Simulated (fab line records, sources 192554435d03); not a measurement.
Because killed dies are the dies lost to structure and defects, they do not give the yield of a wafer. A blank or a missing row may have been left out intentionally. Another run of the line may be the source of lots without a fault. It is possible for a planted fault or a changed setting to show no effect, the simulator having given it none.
fab line records | flow n5_finfet
record: lots: 9 | wafers: 24 | last_day: 17
route steps=1938 shown BEOL_M3@955 BEOL_M4@1111
lots that met no fault: from a run of the same line without faults
start_h: start of the lot's first displayed wafer, in hours after the record's first day | wait_h: hours elapsed since this lot's preceding step | " repeats the value in the row above | L1.1+2: a row that stands for several wafers | - either no value or no given start | * or withheld: withheld | < > ~ a bound
route shown NAME@n: a module of which the file shows steps, and the number in the route of the first | usual: average and standard deviation across the fault-free wafers | same: alike in all rows | chamber/n: place in a boat | sites: readings site by site | _std_site: how widely they spread, as a standard deviation | _edge_site: the outer-site mean with the inner-site mean subtracted | radius_mm: how far each site lies from the wafer's centre | mask NAME#n: copy n | behind: the last tool/chamber to shape the wafer | hold: cause of the lot's hold/its duration in hours/its outcome | device: transistor that didn't switch, given as n, p or np | end of line: tests run on the same wafers once the route is complete | a step without rows: its recipe alone | killed: dies that structure and defects cost at the first sort, which is not the same as the wafer's yield | map: a wafer's dies, marking killed ones x, the rest . and places with no die _
set.NAME: the setting the step ran with; set.NAME@STEP: the setting that earlier step ran with | model.NAME: the simulator's own value behind a step, which no gauge read
the route's steps for a sample of lots (tables are steps, rows are wafers)
services: the hour from which a tool's chamber was out of use, counted from the record's first day as start_h (under 0 if before that day), plus the number of hours and why
== steps ==
step: N5_BEOL_M3_STRIP_19
recipe: chemistry: O2 | power_w: 400 | temp_c: 40 | pressure_mtorr: 30 | rf_frequency_hz: 6e+07 | bias_power_w: 0 | overash_fraction: 0.2 | o2_flow_sccm: 225
usual: chamber_pressure_mTorr: 29.998/0.024 | drypump_motor_current_A: 5.6/0.5 | o2_flow_sccm: 225.0/0.61 | oes_product_au: 0.78/0.078 | rf_vpp_V: 3.6/0.47 | showerhead_plenum_p_Torr: 2.10/0.083 | throttle_valve_pct: 16.65/0.19
same: overash_fraction: 0.2
lot.wafer | tool        | chamber | start_h | wait_h | chamber_pressure_mTorr | drypump_motor_current_A | o2_flow_sccm | oes_product_au | rf_hours_counter_h | rf_vpp_V | showerhead_plenum_p_Torr | throttle_valve_pct
L886.3    | rie_diel-03 | 3       | 143.16  | 0.1    | 29.955                 | 5.4                     | 225.3        | 0.72           | 220                | 3.9      | 2.18                     | 16.79
L886.5    | "           | 2       | "       | "      | 30.012                 | 5.0                     | 225.2        | 0.77           | -                  | 3.2      | 2.02                     | 16.70
L886.6    | "           | 1       | "       | "      | 29.970                 | 6.1                     | 226.1        | 0.92           | -                  | 3.9      | 2.05                     | 16.43
L885.2    | rie_diel-03 | 3       | 143.32  | 0.1    | 30.010                 | 5.4                     | 224.3        | 0.71           | 220                | 3.4      | 2.18                     | 16.77
L885.3    | "           | 2       | "       | "      | 30.049                 | 5.1                     | 225.2        | 0.77           | 146                | 4.2      | 2.02                     | 16.70
L892.4    | rie_diel-03 | 2       | 187.71  | 0.1    | 30.002                 | 5.1                     | 225.1        | 0.76           | -                  | 3.7      | 2.02                     | 16.72
L892.6    | "           | 3       | "       | "      | 30.003                 | 5.4                     | 225.0        | 0.71           | -                  | 3.0      | 2.17                     | 16.80
L902.1    | rie_diel-03 | 0       | 236.77  | 0.1    | 30.012                 | 5.9                     | 224.5        | 0.72           | 179                | 4.0      | 2.10                     | 16.87
L902.3    | "           | 2       | "       | "      | 30.042                 | 5.1                     | 224.7        | 0.75           | 176                | 4.2      | 2.01                     | 16.71
L902.4    | "           | 1       | "       | "      | 30.032                 | 6.1                     | 224.9        | 0.87           | 59                 | 2.6      | 2.04                     | 16.49
L900.1    | rie_diel-03 | 1       | 242.23  | 0.1    | 29.983                 | 6.1                     | 225.2        | 0.87           | 61                 | 3.9      | 2.04                     | 16.49
L900.4    | "           | 0       | "       | "      | 30.011                 | 5.9                     | 225.2        | 0.72           | 181                | 4.0      | 2.10                     | 16.87
L900.6    | "           | 3       | "       | "      | 29.966                 | 5.4                     | 225.6        | 0.69           | -                  | 3.5      | 2.17                     | 16.83
L905.2    | rie_diel-03 | 0       | 258.62  | 0.1    | 30.013                 | 5.9                     | 225.4        | 0.71           | 186                | 3.9      | 2.09                     | 16.89
L905.3    | "           | 1       | "       | "      | 30.009                 | 6.1                     | 224.1        | 0.87           | 66                 | 3.8      | 2.03                     | 16.51
L905.5    | "           | 1       | "       | "      | 29.938                 | 6.1                     | 225.1        | 0.86           | -                  | 4.7      | 2.03                     | 16.52
L906.2    | rie_diel-05 | 2       | 265.71  | 0.1    | 30.034                 | 6.7                     | 225.1        | 0.79           | 127                | 3.6      | 2.20                     | 16.31
L906.4    | "           | 3       | "       | "      | 29.994                 | 5.7                     | 224.9        | 0.68           | 236                | 4.4      | 2.18                     | 16.61
L907.2    | rie_diel-03 | 2       | 277.57  | 0.1    | 29.945                 | 5.0                     | 225.3        | 0.73           | 189                | 2.9      | 2.01                     | 16.78
L907.3    | "           | 1       | "       | "      | 30.024                 | 6.1                     | 224.1        | 0.85           | 74                 | 3.5      | 2.03                     | 16.52
L907.4    | "           | 3       | "       | "      | 29.995                 | 5.4                     | 225.8        | 0.97           | 3                  | 3.5      | 2.17                     | 16.35
L908.2    | rie_diel-03 | 2       | 281.02  | 0.2    | 29.966                 | 5.1                     | 225.2        | 0.73           | 191                | 4.6      | 2.01                     | 16.77
L908.3    | "           | 0       | "       | "      | 30.022                 | 5.9                     | 224.9        | 0.70           | 195                | 3.1      | 2.09                     | 16.90
L908.6    | "           | 3       | "       | "      | 30.016                 | 5.4                     | 224.8        | 0.97           | -                  | 3.8      | 2.17                     | 16.35
step: N5_BEOL_M3_ETCHBACK_99
recipe: chemistry: CHF3 | target: SiO2 | target_depth_a: 50 | time_s: 10.4 | source_w: 215 | bias_w: 47 | Ar_flow_sccm: 200 | CHF3_flow_sccm: 12 | ion_energy_ev: 100 | pressure_mtorr: 30
usual: chamber_pressure_mTorr: 30.000/0.028 | drypump_motor_current_A: 5.7/0.5 | oes_product_au: 0.78/0.078 | rf_vpp_V: 240/5.4 | showerhead_plenum_p_Torr: 2.14/0.075 | throttle_valve_pct: 16.97/0.19
lot.wafer | tool        | chamber | start_h | wait_h | chamber_pressure_mTorr | drypump_motor_current_A | oes_product_au | rf_hours_counter_h | rf_vpp_V | showerhead_plenum_p_Torr | throttle_valve_pct
L886.3    | rie_diel-05 | 0       | 144.21  | 0.1    | 29.994                 | 5.6                     | 0.78           | 109                | 230      | 2.00                     | 17.01
L886.5    | "           | 2       | "       | "      | 29.962                 | 6.7                     | 0.83           | -                  | 241      | 2.24                     | 16.52
L886.6    | "           | 3       | "       | "      | 29.971                 | 5.8                     | 0.71           | -                  | 246      | 2.22                     | 16.83
L885.2    | rie_diel-03 | 0       | 144.32  | 0.1    | 29.990                 | 5.9                     | 0.74           | 153                | 248      | 2.15                     | 17.17
L885.3    | "           | 3       | "       | "      | 29.948                 | 5.4                     | 0.71           | 220                | 235      | 2.21                     | 17.06
L892.4    | rie_diel-03 | 3       | 189.49  | 0.6    | 29.988                 | 5.4                     | 0.70           | -                  | 234      | 2.21                     | 17.10
L892.6    | "           | 1       | "       | "      | 29.968                 | 6.1                     | 0.89           | -                  | 243      | 2.09                     | 16.81
L902.1    | rie_diel-01 | 3       | 237.65  | 0.1    | 29.984                 | 5.3                     | 0.68           | 222                | 235      | 2.05                     | 17.14
L902.3    | "           | 0       | "       | "      | 29.984                 | 4.9                     | 0.84           | 79                 | 232      | 2.16                     | 17.05
L902.4    | "           | 3       | "       | "      | 30.037                 | 5.4                     | 0.68           | -                  | 234      | 2.05                     | 17.14
L900.1    | rie_diel-01 | 3       | 244.31  | 1.0    | 29.986                 | 5.3                     | 0.68           | 224                | 235      | 2.05                     | 17.13
L900.4    | "           | 1       | "       | "      | 29.954                 | 5.8                     | 0.84           | 64                 | 243      | 2.18                     | 17.07
L900.6    | "           | 1       | "       | "      | 30.035                 | 5.7                     | 0.84           | -                  | 246      | 2.18                     | 17.08
L905.2    | rie_diel-01 | 3       | 259.91  | 0.5    | 29.950                 | 5.3                     | 0.68           | 228                | 235      | 2.05                     | 17.13
L905.3    | "           | 2       | "       | "      | 30.031                 | 5.0                     | 0.99           | 4                  | 243      | 2.11                     | 17.09
L905.5    | "           | 3       | "       | "      | 29.971                 | 5.3                     | 0.67           | -                  | 235      | 2.05                     | 17.14
L906.2    | rie_diel-05 | 2       | 266.65  | 0.1    | 30.021                 | 6.7                     | 0.79           | 127                | 242      | 2.23                     | 16.57
L906.4    | "           | 0       | "       | "      | 30.031                 | 5.6                     | 0.75           | 145                | 232      | 1.99                     | 17.07
L907.2    | rie_diel-05 | 1       | 279.76  | 0.3    | 29.982                 | 6.1                     | 0.80           | 88                 | 239      | 2.25                     | 16.83
L907.3    | "           | 2       | "       | "      | 29.989                 | 6.7                     | 0.80           | 132                | 241      | 2.22                     | 16.58
L907.4    | "           | 3       | "       | "      | 30.016                 | 5.8                     | 0.69           | 242                | 247      | 2.21                     | 16.90
L908.2    | rie_diel-03 | 2       | 283.60  | 1.0    | 30.021                 | 5.0                     | 0.72           | 192                | 238      | 2.06                     | 17.16
L908.3    | "           | 0       | "       | "      | 29.993                 | 5.9                     | 0.70           | 196                | 247      | 2.14                     | 17.26
L908.6    | "           | 3       | "       | "      | 30.040                 | 5.4                     | 0.95           | -                  | 233      | 2.20                     | 16.67
step: N5_BEOL_M3_VIA_ETCH_34
recipe: chemistry: C4F6/O2 | target_depth_a: 694 | mask_material: SOC | pressure_mtorr: 15 | ion_energy_ev: 250 | taper_deg: 4 | time_s: 65.9 | source_w: 350 | bias_w: 170 | Ar_flow_sccm: 300 | C4F6_flow_sccm: 10 | O2_flow_sccm: 10
usual: bias_w: 170.0/0.54 | chamber_pressure_mTorr: 14.999/0.014 | drypump_motor_current_A: 5.7/0.5 | oes_product_au: 0.78/0.076 | rf_vpp_V: 663/14 | showerhead_plenum_p_Torr: 2.83/0.095 | throttle_valve_pct: 30.63/0.29
lot.wafer | tool        | chamber | start_h | wait_h | bias_w | chamber_pressure_mTorr | drypump_motor_current_A | oes_product_au | rf_hours_counter_h | rf_vpp_V | showerhead_plenum_p_Torr | throttle_valve_pct
L886.3    | rie_diel-05 | 0       | 144.34  | 0.0    | 170.1  | 15.001                 | 5.7                     | 0.78           | 109                | 638      | 2.65                     | 30.84
L886.5    | "           | 2       | "       | "      | 170.5  | 15.004                 | 6.7                     | 0.83           | -                  | 665      | 2.95                     | 29.97
L886.6    | "           | 3       | "       | "      | 169.3  | 14.988                 | 5.8                     | 0.72           | -                  | 680      | 2.93                     | 30.34
L885.2    | rie_diel-03 | 0       | 144.46  | 0.0    | 170.0  | 15.001                 | 5.9                     | 0.73           | 153                | 685      | 2.84                     | 30.98
L885.3    | "           | 3       | "       | "      | 170.6  | 14.978                 | 5.4                     | 0.71           | 220                | 646      | 2.92                     | 30.76
L892.4    | rie_diel-03 | 3       | 189.64  | 0.0    | 169.3  | 14.998                 | 5.4                     | 0.69           | -                  | 646      | 2.91                     | 30.76
L892.6    | "           | 1       | "       | "      | 170.4  | 14.986                 | 6.1                     | 0.89           | -                  | 668      | 2.76                     | 30.56
L902.1    | rie_diel-01 | 3       | 237.79  | 0.0    | 170.3  | 15.006                 | 5.3                     | 0.68           | 222                | 651      | 2.71                     | 30.90
L902.3    | "           | 0       | "       | "      | 169.5  | 15.011                 | 4.9                     | 0.83           | 79                 | 644      | 2.86                     | 30.84
L902.4    | "           | 3       | "       | "      | 169.6  | 15.006                 | 5.3                     | 0.68           | -                  | 652      | 2.71                     | 30.90
L900.1    | rie_diel-01 | 3       | 244.44  | 0.0    | 187.8  | 15.018                 | 5.3                     | 0.70           | 224                | 706      | 2.71                     | 30.90
L900.4    | "           | 1       | "       | "      | 188.4  | 14.997                 | 5.8                     | 0.85           | 64                 | 732      | 2.88                     | 30.86
L900.6    | "           | 1       | "       | "      | 188.5  | 15.008                 | 5.8                     | 0.85           | -                  | 733      | 2.88                     | 30.86
L905.2    | rie_diel-01 | 3       | 260.05  | 0.0    | 188.5  | 15.002                 | 5.4                     | 0.69           | 228                | 706      | 2.71                     | 30.92
L905.3    | "           | 2       | "       | "      | 187.0  | 14.982                 | 5.0                     | 0.99           | 4                  | 729      | 2.78                     | 30.90
L905.5    | "           | 3       | "       | "      | 188.1  | 15.008                 | 5.3                     | 0.69           | -                  | 706      | 2.71                     | 30.91
L906.2    | rie_diel-05 | 2       | 266.79  | 0.0    | 169.4  | 14.998                 | 6.7                     | 0.78           | 127                | 665      | 2.94                     | 30.01
L906.4    | "           | 0       | "       | "      | 169.1  | 15.017                 | 5.6                     | 0.74           | 145                | 636      | 2.63                     | 30.89
L907.2    | rie_diel-05 | 1       | 279.89  | 0.0    | 169.2  | 15.009                 | 6.1                     | 0.79           | 88                 | 662      | 2.97                     | 30.34
L907.3    | "           | 2       | "       | "      | 170.5  | 14.996                 | 6.7                     | 0.79           | 132                | 664      | 2.93                     | 30.02
L907.4    | "           | 3       | "       | "      | 169.4  | 15.000                 | 5.8                     | 0.68           | 242                | 679      | 2.91                     | 30.36
L908.2    | rie_diel-03 | 2       | 283.73  | 0.0    | 169.5  | 14.992                 | 5.1                     | 0.73           | 192                | 660      | 2.72                     | 30.61
L908.3    | "           | 0       | "       | "      | 170.8  | 14.985                 | 5.9                     | 0.70           | 196                | 685      | 2.82                     | 31.00
L908.6    | "           | 3       | "       | "      | 170.3  | 14.990                 | 5.4                     | 0.95           | -                  | 645      | 2.90                     | 30.38
step: N5_BEOL_M3_STRIP_36
recipe: chemistry: N2/H2 | power_w: 450 | temp_c: 40 | pressure_mtorr: 20 | rf_frequency_hz: 6e+07 | overash_fraction: 0.3 | bias_power_w: 7 | h2_frac: 0.5 | n2_flow_sccm: 200 | h2_flow_sccm: 200
usual: chamber_pressure_mTorr: 20.00/0.034 | drypump_motor_current_A: 5.7/0.5 | h2_flow_sccm: 199.9/0.56 | oes_product_au: 0.78/0.081 | rf_vpp_V: 59.2/1.4 | showerhead_plenum_p_Torr: 2.53/0.097 | throttle_valve_pct: 23.6/0.39
same: overash_fraction: 0.3
lot.wafer | tool        | chamber | start_h | wait_h | chamber_pressure_mTorr | drypump_motor_current_A | h2_flow_sccm | oes_product_au | rf_hours_counter_h | rf_vpp_V | showerhead_plenum_p_Torr | throttle_valve_pct
L886.3    | rie_diel-05 | 0       | 144.40  | 0.0    | 20.01                  | 5.6                     | 200.1        | 0.79           | 109                | 57.8     | 2.35                     | 23.7
L886.5    | "           | 2       | "       | "      | 20.00                  | 6.8                     | 199.9        | 0.83           | -                  | 61.9     | 2.67                     | 23.3
L886.6    | "           | 3       | "       | "      | 19.98                  | 5.8                     | 199.0        | 0.71           | -                  | 59.7     | 2.61                     | 23.0
L885.2    | rie_diel-03 | 0       | 144.52  | 0.0    | 20.04                  | 5.9                     | 199.7        | 0.74           | 153                | 59.9     | 2.55                     | 24.1
L885.3    | "           | 3       | "       | "      | 20.04                  | 5.4                     | 199.9        | 0.71           | 220                | 60.2     | 2.61                     | 23.8
L892.4    | rie_diel-03 | 3       | 189.69  | 0.0    | 20.02                  | 5.4                     | 200.2        | 0.71           | -                  | 58.8     | 2.61                     | 23.8
L892.6    | "           | 1       | "       | "      | 19.97                  | 6.1                     | 199.4        | 0.91           | -                  | 57.4     | 2.50                     | 23.9
L902.1    | rie_diel-01 | 3       | 237.85  | 0.0    | 20.05                  | 5.3                     | 199.8        | 0.68           | 222                | 58.8     | 2.42                     | 23.8
L902.3    | "           | 0       | "       | "      | 19.97                  | 4.9                     | 199.6        | 0.84           | 79                 | 60.8     | 2.58                     | 24.1
L902.4    | "           | 3       | "       | "      | 20.02                  | 5.3                     | 199.6        | 0.68           | -                  | 63.6     | 2.42                     | 23.8
L900.1    | rie_diel-01 | 3       | 244.50  | 0.0    | 19.99                  | 5.3                     | 200.5        | 0.68           | 224                | 58.3     | 2.42                     | 23.8
L900.4    | "           | 1       | "       | "      | 20.01                  | 5.8                     | 200.1        | 0.83           | 64                 | 57.7     | 2.57                     | 23.5
L900.6    | "           | 1       | "       | "      | 20.06                  | 5.8                     | 200.3        | 0.81           | -                  | 58.8     | 2.57                     | 23.5
L905.2    | rie_diel-01 | 3       | 260.11  | 0.0    | 20.01                  | 5.3                     | 200.4        | 0.68           | 228                | 56.1     | 2.42                     | 23.8
L905.3    | "           | 2       | "       | "      | 20.00                  | 5.0                     | 199.7        | 1.00           | 4                  | 58.3     | 2.50                     | 23.9
L905.5    | "           | 3       | "       | "      | 19.99                  | 5.3                     | 200.3        | 0.68           | -                  | 57.5     | 2.42                     | 23.8
L906.2    | rie_diel-05 | 2       | 266.85  | 0.0    | 19.97                  | 6.7                     | 200.4        | 0.78           | 127                | 58.5     | 2.66                     | 23.3
L906.4    | "           | 0       | "       | "      | 20.06                  | 5.6                     | 199.2        | 0.74           | 145                | 57.5     | 2.33                     | 23.6
L907.2    | rie_diel-05 | 1       | 279.95  | 0.0    | 20.03                  | 6.1                     | 201.6        | 0.80           | 88                 | 58.6     | 2.68                     | 23.4
L907.3    | "           | 2       | "       | "      | 20.00                  | 6.7                     | 199.3        | 0.79           | 132                | 59.2     | 2.66                     | 23.3
L907.4    | "           | 3       | "       | "      | 20.01                  | 5.8                     | 199.2        | 0.67           | 242                | 58.2     | 2.59                     | 23.0
L908.2    | rie_diel-03 | 2       | 283.80  | 0.0    | 19.96                  | 5.1                     | 199.9        | 0.74           | 192                | 57.6     | 2.40                     | 23.1
L908.3    | "           | 0       | "       | "      | 20.03                  | 5.9                     | 199.7        | 0.69           | 196                | 59.7     | 2.53                     | 24.1
L908.6    | "           | 3       | "       | "      | 20.01                  | 5.4                     | 199.4        | 0.96           | -                  | 60.3     | 2.60                     | 23.4
step: N5_BEOL_M4_RC_MEAS_101
usual: DIBL_N: 36.3/1.6 | DIBL_P: 36.2/2.1 | IOFF_N: 0.16/0.031 | IOFF_P: 0.21/0.034 | ION_N: 673/11 | ION_P: 461/7.4 | SS_N: 71.6/0.55 | SS_P: 73.3/0.66 | VT_N: 251/3.2 | VT_P: -251/3.5
lot.wafer | tool      | chamber | start_h | wait_h | DIBL_N[mV/V] | DIBL_P[mV/V] | IOFF_N[nA/um] | IOFF_P[nA/um] | ION_N[uA/um] | ION_P[uA/um] | SS_N[mV/dec] | SS_P[mV/dec] | VT_N[mV] | VT_P[mV]
L885.2    | prober-02 | 0       | 157.00  | 0.2    | 36.6         | 35.7         | 0.16          | 0.23          | 678          | 469          | 72.4         | 73.7         | 250      | -252
L885.3    | "         | 0       | "       | "      | 34.4         | 33.3         | 0.13          | 0.19          | 683          | 473          | 71.6         | 73.3         | 252      | -250
L886.3    | prober-02 | 0       | 159.98  | 0.3    | 36.3         | 36.0         | 0.14          | 0.21          | 683          | 471          | 71.0         | 73.8         | 254      | -254
L886.5    | "         | 0       | "       | "      | 36.8         | 36.5         | 0.14          | 0.21          | 665          | 462          | 71.5         | 73.4         | 253      | -253
L886.6    | "         | 0       | "       | "      | 38.4         | 37.9         | 0.17          | 0.25          | 676          | 464          | 71.2         | 74.0         | 250      | -251
L892.4    | prober-01 | 0       | 205.19  | 0.5    | 34.9         | 34.1         | 0.12          | 0.17          | 655          | 452          | 70.8         | 72.7         | 253      | -255
L892.6    | "         | 0       | "       | "      | 36.1         | 35.5         | 0.14          | 0.18          | 669          | 454          | 71.9         | 72.6         | 255      | -254
L902.1    | prober-02 | 0       | 253.81  | 0.0    | 36.2         | 33.6         | 0.13          | 0.19          | 663          | 451          | 71.1         | 72.5         | 253      | -255
L902.3    | "         | 0       | "       | "      | 38.6         | 36.5         | 0.18          | 0.23          | 679          | 464          | 71.7         | 73.8         | 252      | -248
L902.4    | "         | 0       | "       | "      | 35.8         | 33.4         | 0.13          | 0.19          | 653          | 456          | 71.4         | 73.3         | 253      | -254
L900.1    | prober-02 | 0       | 256.65  | 0.0    | 36.4         | 34.9         | 0.15          | 0.19          | 674          | 457          | 71.6         | 72.7         | 248      | -251
L900.4    | "         | 0       | "       | "      | 34.2         | 32.6         | 0.12          | 0.16          | 643          | 451          | 71.2         | 71.4         | 255      | -251
L900.6    | "         | 0       | "       | "      | 34.8         | 34.5         | 0.14          | 0.19          | 660          | 459          | 70.7         | 73.0         | 253      | -252
L905.2    | prober-01 | 0       | 273.49  | 0.2    | 36.9         | 37.1         | 0.16          | 0.18          | 670          | 454          | 71.6         | 73.1         | 251      | -258
L905.3    | "         | 0       | "       | "      | 33.8         | 33.7         | 0.11          | 0.13          | 662          | 446          | 70.9         | 72.7         | 256      | -262
L905.5    | "         | 0       | "       | "      | 36.6         | 37.1         | 0.16          | 0.17          | 682          | 459          | 71.5         | 73.2         | 249      | -258
L906.2    | prober-01 | 0       | 281.13  | 0.2    | 36.8         | 35.2         | 0.15          | 0.19          | 667          | 454          | 71.3         | 73.0         | 253      | -254
L906.4    | "         | 0       | "       | "      | 38.1         | 37.4         | 0.17          | 0.21          | 689          | 464          | 71.6         | 74.0         | 246      | -253
L907.2    | prober-01 | 0       | 295.65  | 0.2    | 34.2         | 32.7         | 0.10          | 0.14          | 656          | 455          | 70.4         | 71.8         | 257      | -254
L907.3    | "         | 0       | "       | "      | 37.2         | 37.0         | 0.15          | 0.19          | 667          | 456          | 71.2         | 72.6         | 251      | -253
L907.4    | "         | 0       | "       | "      | 36.9         | 36.4         | 0.14          | 0.19          | 666          | 463          | 71.6         | 72.9         | 252      | -255
L908.2    | prober-01 | 0       | 298.01  | 0.2    | 37.9         | 38.5         | 0.19          | 0.23          | 687          | 466          | 71.7         | 74.6         | 248      | -249
L908.3    | "         | 0       | "       | "      | 39.1         | 41.1         | 0.23          | 0.28          | 697          | 472          | 73.3         | 74.0         | 245      | -248
L908.6    | "         | 0       | "       | "      | 39.1         | 41.7         | 0.25          | 0.29          | 708          | 478          | 72.5         | 74.3         | 243      | -248
== services ==
tool        | chamber | start_h | hours | kind
rie_diel-01 | 1       | 140.00  | 12.9  | repair
rie_diel-05 | -       | 159.79  | 0.5   | repair
rie_diel-03 | 0       | 181.89  | 7.9   | repair
rie_diel-01 | 3       | 211.88  | 14.8  | repair
rie_diel-01 | 2       | 230.42  | -     | clean
rie_diel-01 | 2       | 230.42  | -     | consumable_replace:focus_ring
rie_diel-01 | 2       | 230.42  | 13.2  | scheduled_down
rie_diel-01 | 2       | 230.42  | 13.2  | vent_cycle
rie_diel-03 | 3       | 232.01  | 2.0   | repair
rie_diel-03 | 3       | 245.09  | -     | clean
rie_diel-03 | 3       | 245.09  | -     | consumable_replace:focus_ring
rie_diel-03 | 3       | 245.09  | 17.9  | scheduled_down
rie_diel-03 | 3       | 245.09  | 17.9  | vent_cycle
rie_diel-03 | 3       | 266.40  | 4.3   | repair
== key ==
first_sign: step: N5_BEOL_M3_VIA_ETCH_34 | reading: bias_w | direction: up | sigmas: 33 | usual: * | struck: *
effect: step: N5_BEOL_M3_VIA_ETCH_34 | reading: rf_vpp_V | direction: up | sigmas: 3.9 | usual: 663 | struck: 719
met_at N5_BEOL_M3_VIA_ETCH_34
struck_lots L900,L905
not_acting_at N5_BEOL_M3_STRIP_19,N5_BEOL_M3_ETCHBACK_99,N5_BEOL_M3_STRIP_36
onset_between 237.79 244.44
fault: kind: process_parameter_drift | tool: rie_diel-01 | chamber: - | onset_h: 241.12 | steps: N5_BEOL_M3_VIA_ETCH_34 | channel: bias_w | offset: * | shape: step | end_h: 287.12 | acts_in: * | stated: *
